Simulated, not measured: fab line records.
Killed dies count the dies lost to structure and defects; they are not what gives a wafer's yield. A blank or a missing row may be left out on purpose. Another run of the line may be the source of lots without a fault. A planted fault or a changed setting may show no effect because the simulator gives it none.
A struck lot beside a sound one + flow n5-finfet + 35 steps out of a route of 1938
Sound: these wafers, L372.1, L372.3, L372.6. Wafers L379.1, L379.3, L379.6 were the ones struck. Last of all comes the cause.
For every step that has rows: the tool of each side, followed by ch and its chambers, followed by its first start. Under that, the readings that differ: sound wafers + struck wafers + difference of the means + sigmas: that difference in standard deviations of wafers without a fault.
alike: readings with means less than 2 such deviations apart, plus words and numbers identical on both sides. not compared: withheld readings, readings lacking a value on some wafer, bounds such as >300 that could conceal the same value, and numbers that have no deviation in the record and whose values overlap.
Wherever a step has rows on one side only, a row that says differs or no value, or a row with sigmas, the two part there. Numbers that have no deviation but don't overlap get no sigmas and don't part them. Lack of a reading on every wafer of one side parts them only where that side has two or more wafers.

first, 9 steps without rows for these wafers: N5_BEOL_M10_COAT_63 (time 60 s, resist thk 100 nm); N5_BEOL_M10_COAT_64 (time 60 s, resist thk 30 nm); N5_BEOL_M10_COAT_22 (resist thk 90 nm); N5_BEOL_M10_EBR_24; N5_BEOL_M10_SOFTBAKE_23 (time 60 s); N5_BEOL_M10_EXPOSE_25 (exposes mask V9); N5_BEOL_M10_PEB_26 (peb time 60 s); N5_BEOL_M10_DEVELOP_27 (develop time 30 s); N5_BEOL_M10_DESCUM_33 (chemistry O2, time 7.9 s).
N5_BEOL_M10_ETCH_65: etches SiARC in CF4, target depth 39 nm, time 65 s.
  sound on rie-diel-06 ch 0,3, day 12 14:26; struck on rie-diel-06 ch 0,3, day 13 21:41
  alike: drypump-motor-current-A, etch-rf-on-time-s, oes-product-au, rf-vpp-V, showerhead-plenum-p-Torr, throttle-valve-pct
  not compared: rf-hours-counter-h
then, 24 steps without rows for these wafers: N5_BEOL_M10_ETCH_66 (etches SOC in N2/H2, target depth 120 nm, overetch 24 nm, time 180 s); N5_BEOL_M10_STRIP_69 (strips in N2/H2); N5_BEOL_M10_VIA_ETCH_34 (etches SiCOH lowk in C4F6/O2, target depth 184.5 nm, time 69.2 s); N5_BEOL_M10_STRIP_73 (strips in C4F6/O2); N5_BEOL_M10_STRIP_36 (strips in N2/H2); N5_BEOL_M10_TRENCH_ETCH_37 (etches SiCOH lowk in C4F6/O2, target depth 148.83 nm, time 48 s); N5_BEOL_M10_ETCH_41 (etches SiCN in CH3F/O2, target depth 42.6 nm, time 86 s); N5_BEOL_M10_STRIP_77 (strips in N2/H2, time 10 s); N5_BEOL_M10_HM_STRIP_39 (strips TiN in peroxide tin strip, target depth 25 nm, time 158 s); N5_BEOL_M10_SRD_40 (time 30 s); N5_BEOL_M10_PRECLEAN_42 (cleans in residue remover, time 60 s); N5_BEOL_M10_SRD_43 (time 30 s); N5_BEOL_M10_CURE_72 (cures SiCOH lowk, time 120 s); N5_BEOL_M10_DEGAS_44 (time 60 s); N5_BEOL_M10_PRE_CLEAN_45 (time 30 s); N5_BEOL_M10_ALD_74 (deposits TaN, target thk 2 nm, pulse time 2 s, purge time 3 s); N5_BEOL_M10_SURFACE_TREAT_76; N5_BEOL_M10_CVD_75 (deposits Co from CCTBA/H2, target thk 2 nm, time 138.9 s); N5_BEOL_M10_SPUTTER_48 (material Cu, target thk 12 nm, time 2 s); N5_BEOL_M10_ECD_50 (material Cu, target thk 318 nm); N5_BEOL_M10_ANNEAL_51 (time 90 s); N5_BEOL_M10_CMP_52 (polishes, stops on SiCOH lowk, t overpolish 7 s, target thk 140 nm); N5_BEOL_M10_PRE_CLEAN_55 (time 15 s); N5_BEOL_M10_DEP_56 (deposits SiCN from 3MS/NH3, target thk 15 nm, time 26.5 s).
-- here the record skips 2 days between the struck wafers' starts before and after, leaving off in module BEOL_M10 and picking up in module PASSIVATION (first step shown: number 1936 of the route) --
N5_PASSIVATION_PROBE_49:
  the record has rows for the struck wafers here (prober-02, day 16 00:44) and none for the sound ones

== WHERE THEY PART ==
Only at N5_PASSIVATION_PROBE_49, as far as this record shows.

WHY: whatever the simulator had introduced
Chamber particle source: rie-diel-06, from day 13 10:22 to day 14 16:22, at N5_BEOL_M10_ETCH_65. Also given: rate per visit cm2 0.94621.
